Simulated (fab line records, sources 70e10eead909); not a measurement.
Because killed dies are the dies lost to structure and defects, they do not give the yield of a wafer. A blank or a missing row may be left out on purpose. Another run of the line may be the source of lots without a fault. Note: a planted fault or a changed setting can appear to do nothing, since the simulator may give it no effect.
Which tool did it? :: flow nand harc :: 33 wafers from 11 lots sampled at 5 of the route's 1302 steps

== WHAT THE GAUGES READ, wafer by wafer ==
NHARC_END_SORT_01. Usual: killed at array 53, standard deviation 18; killed at other 1.0, standard deviation 1.2; killed at periphery 3.6, standard deviation 2.4; killed dies 58, standard deviation 18; killed open 3.4, standard deviation 1.8; killed short 2.3, standard deviation 1.5.
lot: L667
measured: day 27 20:40
on: prober-02
killed at array: 50 53 47
killed at other: 1 1 1
killed at periphery: 2 3 5
killed dies: 53 57 53
killed open: 5 3 6
killed short: 5 1 6
flag: 

lot: L676
measured: day 31 12:59
on: prober-02
killed at array: 35 34 27
killed at other: 0 1 1
killed at periphery: 2 3 1
killed dies: 37 38 29
killed open: 5 0 2
killed short: 1 2 0
flag: 

lot: L678
measured: day 32 21:18
on: prober-01
killed at array: 676 674 674
killed at other: 0 0 0
killed at periphery: 1 3 3
killed dies: 677 677 677
killed open: 2 4 3
killed short: 2 2 1
flag: OFF

lot: L681
measured: day 33 03:28
on: prober-01
killed at array: 674 673 674
killed at other: 0 0 0
killed at periphery: 3 4 3
killed dies: 677 677 677
killed open: 2 3 4
killed short: 3 5 0
flag: OFF

lot: L679
measured: day 32 21:48
on: prober-02
killed at array: 676 675 673
killed at other: 0 1 2
killed at periphery: 1 1 2
killed dies: 677 677 677
killed open: 3 5 7
killed short: 0 1 1
flag: OFF

== WHICH TOOL RAN EACH LOT (tool, then ch and the chambers of the sampled wafers, then the start) ==
lot: L660
NHARC_A_CONTACT_DESCUM_74: rie diel-12 ch 0,1,2, day 22 10:17
NHARC_A_CONTACT_ETCH_75: rie diel-12 ch 1,3, day 22 10:32
NHARC_A_CONTACT_ETCH_76: rie diel-12 ch 0,1,2, day 22 13:57 or earlier
NHARC_A_CONTACT_ETCH_132: har cap etch-03 ch 0,1, day 22 13:57

lot: L662
NHARC_A_CONTACT_DESCUM_74: rie diel-05 ch 1,2, day 23 15:53
NHARC_A_CONTACT_ETCH_75: rie diel-05 ch 0,2,3, day 23 15:59
NHARC_A_CONTACT_ETCH_76: rie diel-05 ch 0,1,2, day 23 19:25 or earlier
NHARC_A_CONTACT_ETCH_132: har cap etch-02 ch 0,1, day 23 19:25

lot: L663
NHARC_A_CONTACT_DESCUM_74: rie diel-05 ch 1,2, day 24 16:37
NHARC_A_CONTACT_ETCH_75: rie diel-05 ch 0,1, day 24 16:41
NHARC_A_CONTACT_ETCH_76: rie diel-05 ch 0,1,3, day 24 19:40 or earlier
NHARC_A_CONTACT_ETCH_132: har cap etch-03 ch 0,1, day 24 19:40

lot: L666
NHARC_A_CONTACT_DESCUM_74: rie diel-05 ch 0,1,2, day 24 23:43
NHARC_A_CONTACT_ETCH_75: rie diel-05 ch 0,2, day 24 23:48
NHARC_A_CONTACT_ETCH_76: rie diel-05 ch 0,1,2, day 25 02:41 or earlier
NHARC_A_CONTACT_ETCH_132: har cap etch-01 ch 0,1, day 25 02:41

lot: L667
NHARC_A_CONTACT_DESCUM_74: rie diel-02 ch 0,1,2, day 25 08:23
NHARC_A_CONTACT_ETCH_75: rie diel-02 ch 0,2,3, day 25 08:28
NHARC_A_CONTACT_ETCH_76: rie diel-02 ch 0,2,3, day 25 11:22 or earlier
NHARC_A_CONTACT_ETCH_132: har cap etch-03 ch 0,1, day 25 11:22

lot: L665
NHARC_A_CONTACT_DESCUM_74: rie diel-12 ch 0,2,3, day 25 12:34
NHARC_A_CONTACT_ETCH_75: rie diel-12 ch 1,2, day 25 12:47
NHARC_A_CONTACT_ETCH_76: rie diel-12 ch 0,2,3, day 25 17:02 or earlier
NHARC_A_CONTACT_ETCH_132: har cap etch-02 ch 0,1, day 25 17:02

lot: L671
NHARC_A_CONTACT_DESCUM_74: rie diel-02 ch 0,3, day 27 00:46
NHARC_A_CONTACT_ETCH_75: rie diel-02 ch 0,3, day 27 00:53
NHARC_A_CONTACT_ETCH_76: rie diel-02 ch 2,3, day 27 03:50 or earlier
NHARC_A_CONTACT_ETCH_132: har cap etch-01 ch 0,1, day 27 03:50

lot: L676
NHARC_A_CONTACT_DESCUM_74: rie diel-05 ch 0,1,3, day 29 02:13
NHARC_A_CONTACT_ETCH_75: rie diel-05 ch 0,1,3, day 29 02:18
NHARC_A_CONTACT_ETCH_76: rie diel-05 ch 0,2,3, day 29 05:11 or earlier
NHARC_A_CONTACT_ETCH_132: har cap etch-01 ch 0,1, day 29 05:11

lot: L678
NHARC_A_CONTACT_DESCUM_74: rie diel-05 ch 0,2,3, day 29 23:31
NHARC_A_CONTACT_ETCH_75: rie diel-05 ch 0,1,3, day 29 23:35
NHARC_A_CONTACT_ETCH_76: rie diel-05 ch 0,2, day 30 03:03 or earlier
NHARC_A_CONTACT_ETCH_132: har cap etch-03 ch 0,1, day 30 03:03

lot: L681
NHARC_A_CONTACT_DESCUM_74: rie diel-12 ch 0,1,2, day 30 07:10
NHARC_A_CONTACT_ETCH_75: rie diel-12 ch 1,2,3, day 30 07:14
NHARC_A_CONTACT_ETCH_76: rie diel-12 ch 0,2,3, day 30 10:09 or earlier
NHARC_A_CONTACT_ETCH_132: har cap etch-02 ch 0,1, day 30 10:09

lot: L679
NHARC_A_CONTACT_DESCUM_74: rie diel-05 ch 1,2,3, day 30 07:31
NHARC_A_CONTACT_ETCH_75: rie diel-05 ch 0,1,3, day 30 07:36
NHARC_A_CONTACT_ETCH_76: rie diel-05 ch 0,1,3, day 30 10:30 or earlier
NHARC_A_CONTACT_ETCH_132: har cap etch-03 ch 0,1, day 30 10:30
- NHARC_A_CONTACT_DESCUM_74: chemistry O2, time 3 s.
- NHARC_A_CONTACT_ETCH_75: etches the open film in CF4, target depth 39 nm, time 65 s.
- NHARC_A_CONTACT_ETCH_76: etches the open film in N2/H2, target depth 260 nm, time 475.3 s.
- NHARC_A_CONTACT_ETCH_132: etches the open film in C4F8/O2/Ar, time 197 s, target depth 1924 nm.

== AS READ BY THE TOOLS THEMSELVES (means over the sampled wafers that have a number; for cases with no such wafer, the mark the record gives instead) ==
NHARC_A_CONTACT_DESCUM_74. Usual: drypump motor current A 5.8 A, standard deviation 0.45; oes product au 0.995 a.u., standard deviation 0.011; rf vpp V 57.7 V, standard deviation 0.9; showerhead plenum p Torr 1.92 Torr, standard deviation 0.1; throttle valve pct 11.310 %, standard deviation 0.0087.
lot: L660
tool: rie diel-12
drypump motor current A (A): 5.5
oes product au (a.u.): 1.003
rf vpp V (V): 58.1
showerhead plenum p Torr (Torr): 1.91
throttle valve pct (%): 11.310
flag: 

lot: L662
tool: rie diel-05
drypump motor current A (A): 6.1
oes product au (a.u.): 1.001
rf vpp V (V): 57.9
showerhead plenum p Torr (Torr): 1.95
throttle valve pct (%): 11.317
flag: 

lot: L663
tool: rie diel-05
drypump motor current A (A): 5.9
oes product au (a.u.): 1.001
rf vpp V (V): 57.4
showerhead plenum p Torr (Torr): 1.91
throttle valve pct (%): 11.306
flag: 

lot: L666
tool: rie diel-05
drypump motor current A (A): 6.0
oes product au (a.u.): 1.008
rf vpp V (V): 57.0
showerhead plenum p Torr (Torr): 1.88
throttle valve pct (%): 11.313
flag: 

lot: L667
tool: rie diel-02
drypump motor current A (A): 5.8
oes product au (a.u.): 0.997
rf vpp V (V): 57.9
showerhead plenum p Torr (Torr): 1.99
throttle valve pct (%): 11.317
flag: 

lot: L665
tool: rie diel-12
drypump motor current A (A): 5.3
oes product au (a.u.): 1.000
rf vpp V (V): 57.5
showerhead plenum p Torr (Torr): 1.93
throttle valve pct (%): 11.304
flag: 

lot: L671
tool: rie diel-02
drypump motor current A (A): 5.8
oes product au (a.u.): 1.007
rf vpp V (V): 58.3
showerhead plenum p Torr (Torr): 1.96
throttle valve pct (%): 11.308
flag: 

lot: L676
tool: rie diel-05
drypump motor current A (A): 6.0
oes product au (a.u.): 0.985
rf vpp V (V): 58.4
showerhead plenum p Torr (Torr): 1.90
throttle valve pct (%): 11.316
flag: 

lot: L678
tool: rie diel-05
drypump motor current A (A): 5.8
oes product au (a.u.): 0.987
rf vpp V (V): 57.0
showerhead plenum p Torr (Torr): 1.85
throttle valve pct (%): 11.308
flag: 

lot: L681
tool: rie diel-12
drypump motor current A (A): 5.5
oes product au (a.u.): 1.003
rf vpp V (V): 57.3
showerhead plenum p Torr (Torr): 1.99
throttle valve pct (%): 11.316
flag: 

lot: L679
tool: rie diel-05
drypump motor current A (A): 5.9
oes product au (a.u.): 0.984
rf vpp V (V): 58.0
showerhead plenum p Torr (Torr): 1.93
throttle valve pct (%): 11.304
flag: 

NHARC_A_CONTACT_ETCH_75. Usual: value, then standard deviation, for each; bias w 100.0 W / 0.31; cf4 flow sccm 150.0 sccm / 0.45; drypump motor current A 5.8 A / 0.45; oes product au 0.992 a.u. / 0.012; rf vpp V 151.4 V / 1.4; showerhead plenum p Torr 1.78 Torr / 0.086; throttle valve pct 13.285 % / 0.0096.
lot: L660
tool: rie diel-12
bias w (W): 100.2
cf4 flow sccm (sccm): 150.2
drypump motor current A (A): 6.0
oes product au (a.u.): 0.989
rf vpp V (V): 152.7
showerhead plenum p Torr (Torr): 1.79
throttle valve pct (%): 13.292
flag: 

lot: L662
tool: rie diel-05
bias w (W): 100.3
cf4 flow sccm (sccm): 150.0
drypump motor current A (A): 5.9
oes product au (a.u.): 1.002
rf vpp V (V): 151.0
showerhead plenum p Torr (Torr): 1.72
throttle valve pct (%): 13.281
flag: 

lot: L663
tool: rie diel-05
bias w (W): 100.0
cf4 flow sccm (sccm): 150.2
drypump motor current A (A): 6.1
oes product au (a.u.): 0.999
rf vpp V (V): 151.2
showerhead plenum p Torr (Torr): 1.78
throttle valve pct (%): 13.281
flag: 

lot: L666
tool: rie diel-05
bias w (W): 99.8
cf4 flow sccm (sccm): 149.5
drypump motor current A (A): 5.9
oes product au (a.u.): 1.008
rf vpp V (V): 149.7
showerhead plenum p Torr (Torr): 1.70
throttle valve pct (%): 13.287
flag: 

lot: L667
tool: rie diel-02
bias w (W): 100.0
cf4 flow sccm (sccm): 149.6
drypump motor current A (A): 6.1
oes product au (a.u.): 1.000
rf vpp V (V): 151.5
showerhead plenum p Torr (Torr): 1.76
throttle valve pct (%): 13.282
flag: 

lot: L665
tool: rie diel-12
bias w (W): 99.8
cf4 flow sccm (sccm): 149.8
drypump motor current A (A): 6.0
oes product au (a.u.): 1.008
rf vpp V (V): 151.4
showerhead plenum p Torr (Torr): 1.79
throttle valve pct (%): 13.287
flag: 

lot: L671
tool: rie diel-02
bias w (W): 99.8
cf4 flow sccm (sccm): 149.9
drypump motor current A (A): 5.9
oes product au (a.u.): 1.000
rf vpp V (V): 151.0
showerhead plenum p Torr (Torr): 1.76
throttle valve pct (%): 13.285
flag: 

lot: L676
tool: rie diel-05
bias w (W): 100.0
cf4 flow sccm (sccm): 149.9
drypump motor current A (A): 6.0
oes product au (a.u.): 0.978
rf vpp V (V): 151.8
showerhead plenum p Torr (Torr): 1.76
throttle valve pct (%): 13.278
flag: 

lot: L678
tool: rie diel-05
bias w (W): 100.2
cf4 flow sccm (sccm): 149.7
drypump motor current A (A): 6.0
oes product au (a.u.): 0.978
rf vpp V (V): 151.1
showerhead plenum p Torr (Torr): 1.76
throttle valve pct (%): 13.287
flag: 

lot: L681
tool: rie diel-12
bias w (W): 99.8
cf4 flow sccm (sccm): 150.0
drypump motor current A (A): 5.8
oes product au (a.u.): 0.995
rf vpp V (V): 151.4
showerhead plenum p Torr (Torr): 1.80
throttle valve pct (%): 13.286
flag: 

lot: L679
tool: rie diel-05
bias w (W): 99.5
cf4 flow sccm (sccm): 149.7
drypump motor current A (A): 6.0
oes product au (a.u.): 0.976
rf vpp V (V): 151.2
showerhead plenum p Torr (Torr): 1.76
throttle valve pct (%): 13.284
flag: 

NHARC_A_CONTACT_ETCH_76. Usual: bias w 150.0 W, standard deviation 0.46; chamber pressure mTorr 30.002 mTorr, standard deviation 0.026; drypump motor current A 5.8 A, standard deviation 0.44; h2 flow sccm 150.0 sccm, standard deviation 0.41; n2 flow sccm 150.0 sccm, standard deviation 0.47; oes product au 0.991 a.u., standard deviation 0.01; rf vpp V 430 V, standard deviation 3; showerhead plenum p Torr 2.04 Torr, standard deviation 0.11; throttle valve pct 14.172 %, standard deviation 0.0088.
lot: L660
tool: rie diel-12
bias w (W): 150.3
chamber pressure mTorr (mTorr): 30.020
drypump motor current A (A): 5.5
h2 flow sccm (sccm): 149.8
n2 flow sccm (sccm): 149.7
oes product au (a.u.): 1.001
rf vpp V (V): 431
showerhead plenum p Torr (Torr): 2.03
throttle valve pct (%): 14.174
flag: 

lot: L662
tool: rie diel-05
bias w (W): 150.3
chamber pressure mTorr (mTorr): 29.957
drypump motor current A (A): 6.0
h2 flow sccm (sccm): 149.6
n2 flow sccm (sccm): 150.2
oes product au (a.u.): 1.003
rf vpp V (V): 429
showerhead plenum p Torr (Torr): 2.00
throttle valve pct (%): 14.168
flag: 

lot: L663
tool: rie diel-05
bias w (W): 150.1
chamber pressure mTorr (mTorr): 30.005
drypump motor current A (A): 6.0
h2 flow sccm (sccm): 149.8
n2 flow sccm (sccm): 150.2
oes product au (a.u.): 1.006
rf vpp V (V): 430
showerhead plenum p Torr (Torr): 2.03
throttle valve pct (%): 14.165
flag: 

lot: L666
tool: rie diel-05
bias w (W): 149.5
chamber pressure mTorr (mTorr): 29.997
drypump motor current A (A): 6.0
h2 flow sccm (sccm): 150.0
n2 flow sccm (sccm): 150.3
oes product au (a.u.): 1.003
rf vpp V (V): 429
showerhead plenum p Torr (Torr): 2.00
throttle valve pct (%): 14.174
flag: 

lot: L667
tool: rie diel-02
bias w (W): 150.0
chamber pressure mTorr (mTorr): 29.999
drypump motor current A (A): 6.1
h2 flow sccm (sccm): 149.9
n2 flow sccm (sccm): 149.8
oes product au (a.u.): 0.988
rf vpp V (V): 430
showerhead plenum p Torr (Torr): 2.04
throttle valve pct (%): 14.172
flag: 

lot: L665
tool: rie diel-12
bias w (W): 149.8
chamber pressure mTorr (mTorr): 30.011
drypump motor current A (A): 5.2
h2 flow sccm (sccm): 150.0
n2 flow sccm (sccm): 149.8
oes product au (a.u.): 0.996
rf vpp V (V): 430
showerhead plenum p Torr (Torr): 2.06
throttle valve pct (%): 14.173
flag: 

lot: L671
tool: rie diel-02
bias w (W): 149.9
chamber pressure mTorr (mTorr): 30.004
drypump motor current A (A): 6.4
h2 flow sccm (sccm): 149.8
n2 flow sccm (sccm): 149.8
oes product au (a.u.): 0.994
rf vpp V (V): 429
showerhead plenum p Torr (Torr): 1.97
throttle valve pct (%): 14.174
flag: 

lot: L676
tool: rie diel-05
bias w (W): 150.3
chamber pressure mTorr (mTorr): 30.003
drypump motor current A (A): 5.9
h2 flow sccm (sccm): 149.9
n2 flow sccm (sccm): 149.9
oes product au (a.u.): 0.988
rf vpp V (V): 428
showerhead plenum p Torr (Torr): 1.98
throttle valve pct (%): 14.168
flag: 

lot: L678
tool: rie diel-05
bias w (W): 150.5
chamber pressure mTorr (mTorr): 30.013
drypump motor current A (A): 5.9
h2 flow sccm (sccm): 149.9
n2 flow sccm (sccm): 150.2
oes product au (a.u.): 0.986
rf vpp V (V): 428
showerhead plenum p Torr (Torr): 1.94
throttle valve pct (%): 14.160
flag: 

lot: L681
tool: rie diel-12
bias w (W): 149.7
chamber pressure mTorr (mTorr): 30.025
drypump motor current A (A): 5.2
h2 flow sccm (sccm): 150.3
n2 flow sccm (sccm): 150.2
oes product au (a.u.): 0.990
rf vpp V (V): 433
showerhead plenum p Torr (Torr): 2.16
throttle valve pct (%): 14.172
flag: 

lot: L679
tool: rie diel-05
bias w (W): 150.0
chamber pressure mTorr (mTorr): 29.986
drypump motor current A (A): 6.0
h2 flow sccm (sccm): 149.6
n2 flow sccm (sccm): 149.9
oes product au (a.u.): 0.987
rf vpp V (V): 430
showerhead plenum p Torr (Torr): 2.02
throttle valve pct (%): 14.170
flag: 

NHARC_A_CONTACT_ETCH_132. Usual: chamber pressure mTorr 20.001 mTorr, standard deviation 0.018; oes air line au 0.999 a.u., standard deviation 0.022.
lot: L660
tool: har cap etch-03
chamber pressure mTorr (mTorr): 20.012
oes air line au (a.u.): 1.009
flag: 

lot: L662
tool: har cap etch-02
chamber pressure mTorr (mTorr): 19.984
oes air line au (a.u.): 1.019
flag: 

lot: L663
tool: har cap etch-03
chamber pressure mTorr (mTorr): 19.988
oes air line au (a.u.): 0.996
flag: 

lot: L666
tool: har cap etch-01
chamber pressure mTorr (mTorr): 20.009
oes air line au (a.u.): 0.985
flag: 

lot: L667
tool: har cap etch-03
chamber pressure mTorr (mTorr): 20.006
oes air line au (a.u.): 1.013
flag: 

lot: L665
tool: har cap etch-02
chamber pressure mTorr (mTorr): 20.009
oes air line au (a.u.): 0.976
flag: 

lot: L671
tool: har cap etch-01
chamber pressure mTorr (mTorr): 20.010
oes air line au (a.u.): 1.001
flag: 

lot: L676
tool: har cap etch-01
chamber pressure mTorr (mTorr): 20.007
oes air line au (a.u.): 0.997
flag: 

lot: L678
tool: har cap etch-03
chamber pressure mTorr (mTorr): -
oes air line au (a.u.): -
flag: OFF

lot: L681
tool: har cap etch-02
chamber pressure mTorr (mTorr): -
oes air line au (a.u.): -
flag: OFF

lot: L679
tool: har cap etch-03
chamber pressure mTorr (mTorr): -
oes air line au (a.u.): -
flag: OFF

== THE ANSWER, worked out from the rows above alone ==
Rule: take the mean of a lot's wafers that have a number; if it is more than 3 standard deviations from the usual mean, the lot is off. A lot without any number at a reading at which 4 lots or more have one is off too. Any other lot the step has rows for is counted as sound. Order of review: gauges by route order, followed by the tools' own readings, for which a lot's mean as printed above is used. The first step at which some lot is off is used, and at that step the reading that is off furthest; a lot without a number counts as furthest.
Off, at NHARC_END_SORT_01 on killed at array: L678, L681, L679. Neither off nor sound, because the step has no rows for them: L660, L662, L663, L666, L665, L671.
A tool fits if, at a process step before that reading, it ran every lot that is off, and no sound lot after the first of them. The gauges at NHARC_END_SORT_01 aren't tried: what is off there is off at NHARC_A_CONTACT_ETCH_132 too, on other tools, and a gauge's error can't cause that. With no start given for some of its lots, NHARC_A_CONTACT_ETCH_76 uses the hours and lot order of NHARC_A_CONTACT_ETCH_132. None of those tried fits.

== WHAT THE SIMULATOR PUT IN ==
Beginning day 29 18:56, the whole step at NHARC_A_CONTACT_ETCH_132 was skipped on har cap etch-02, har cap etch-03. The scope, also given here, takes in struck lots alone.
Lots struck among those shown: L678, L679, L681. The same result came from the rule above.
